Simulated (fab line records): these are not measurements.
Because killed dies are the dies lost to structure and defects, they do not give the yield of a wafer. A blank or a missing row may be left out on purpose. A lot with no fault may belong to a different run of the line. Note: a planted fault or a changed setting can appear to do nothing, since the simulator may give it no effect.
Split-lot trial ; flow n5-finfet ; 21 wafers read across 7 lots, on a route 1938 steps long

## SPLIT DETAILS
At N5_FIN_SAQP_HM_DEP_72 (deposits SiO2 from SiH4/N2O, target thk 12 nm, time 7.2 s), the setting time-s was moved away from the recipe's 7.2 s on 10 of the 21 wafers read, by -9.2% to +14.1%. All remaining wafers had this setting at the recipe value.

## FROM THE SPLIT TO THE READING: what the file shows between them, 4 steps
- N5_FIN_SAQP_COAT_49: time 60 s, resist thk 100 nm
- N5_FIN_SAQP_COAT_50: time 60 s, resist thk 35 nm
- N5_FIN_SAQP_ETCH_52: etches SOC in N2/H2, target depth 100 nm, overetch 20 nm, time 150 s
- N5_FIN_SAQP_STRIP_53: strips in N2/H2

## THE READING
etch.depth-nm (the simulator's own value, which no gauge read), in nm, at N5_FIN_SAQP_HM_OPEN_73 (chemistry CHF3/O2, target SiO2, stops on a-Si, target depth 12 nm, time 16.8 s). The file gives no usual value for it. Across the 11 wafers here that went through the recipe, the average is 11.85 nm and the standard deviation 0.2 nm.

wafer;tool, chamber at the split;time-s as run, s;against the recipe;etch.depth-nm, nm;against lot-mates on the recipe
L078.1;pecvd-02, 1;7.2;recipe;11.84;-
L078.4;pecvd-02, 0;7.2;recipe;12.07;-
L078.5;pecvd-02, 0;7.2;recipe;11.95;-
L079.1;pecvd-01, 2;6.753;-6.2%;11.18;no lot-mate on the recipe
L079.2;pecvd-01, 1;6.753;-6.2%;11.09;no lot-mate on the recipe
L079.6;pecvd-01, 2;6.753;-6.2%;11.1;no lot-mate on the recipe
L080.1;pecvd-03, 2;7.2;recipe;11.6;-
L080.2;pecvd-03, 0;7.2;recipe;11.45;-
L080.3;pecvd-03, 1;7.2;recipe;11.65;-
L082.2;pecvd-01, 2;7.2;recipe;11.81;-
L082.4;pecvd-01, 1;7.735;+7.4%;12.86;+1.05
L082.6;pecvd-01, 2;7.735;+7.4%;12.96;+1.15
L083.1;pecvd-02, 0;6.536;-9.2%;10.99;-1.12
L083.5;pecvd-02, 0;6.536;-9.2%;11.22;-0.89
L083.6;pecvd-02, 2;7.2;recipe;12.11;-
L085.4;pecvd-03, 2;8.218;+14.1%;13.82;+1.93
L085.5;pecvd-03, 1;8.218;+14.1%;13.65;+1.76
L085.6;pecvd-03, 0;7.2;recipe;11.89;-
L097.2;pecvd-03, 1;7.2;recipe;12;-
L097.3;pecvd-03, 2;7.2;recipe;11.98;-
L097.5;pecvd-03, 2;7.774;+8.0%;12.88;+0.89

THE FIT
A straight line over all 21 wafers: etch.depth-nm changes by +0.12 nm for each +1% of time-s; r = +0.97; the points scatter about the line by 0.2 nm.
The same after taking each lot's own level away (the mean of its wafers on the recipe; 18 wafers): +0.125 nm for each +1%; r = +0.99; scatter 0.11 nm.
On that fit, the largest move of time-s shifts the reading by 1.8 nm.
Across the lots, their own levels run from 11.567 to 12.110 nm, a range of 2.7 times the standard deviation given above.
Consequently the slope shifts little with the lot-to-lot level, the two slopes agreeing.
Check: for one of the wafers moved furthest among these (+14.1%), held out of the fit, the line's prediction against its lot-mates is +1.76 nm. It came out at +1.93 nm against them.

## OTHER SPLITS APPLIED TO THESE WAFERS
These wafers also went through other splits before the reading. Each is held against what the fit with the lots' levels taken away leaves over:
other split on the same wafers;wafers away from the commonest value;r with etch.depth-nm (lot level and that fit taken away)
N5_ZERO_LAYER_EXPOSE_08 dose-mj;11;-0.55
N5_WELL_APT_COAT_02 spin-rpm;8;+0.44
N5_PMOS_HMC_CHANNEL_EPI_PEB_07 peb-time-s;7;+0.04
N5_PMOS_HMC_CHANNEL_EPI_ETCH_32 bias-w;6;+0.08

## THE WHOLE CHAIN: every reading that the file lists as answering this split, in the file's order
step;what it does;reading;change (the file's fit);r (the file's)
N5_FIN_SAQP_HM_DEP_72;deposits SiO2 from SiH4/N2O, target thk 12 nm, time 7.2 s;SiO2_of_FIN_SAQP_HM_DEP_72.thk-nm (the simulator's own value, which no gauge read);+0.125 nm for each +1% of the setting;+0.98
N5_FIN_SAQP_HM_OPEN_73;chemistry CHF3/O2, target SiO2, stops on a-Si, target depth 12 nm, time 16.8 s;etch.depth-nm (the simulator's own value, which no gauge read);+0.125 nm for each +1% of the setting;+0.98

## FILE'S OWN FIT
etch.depth-nm changes by +0.125 nm for each +1% of time-s, r = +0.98.
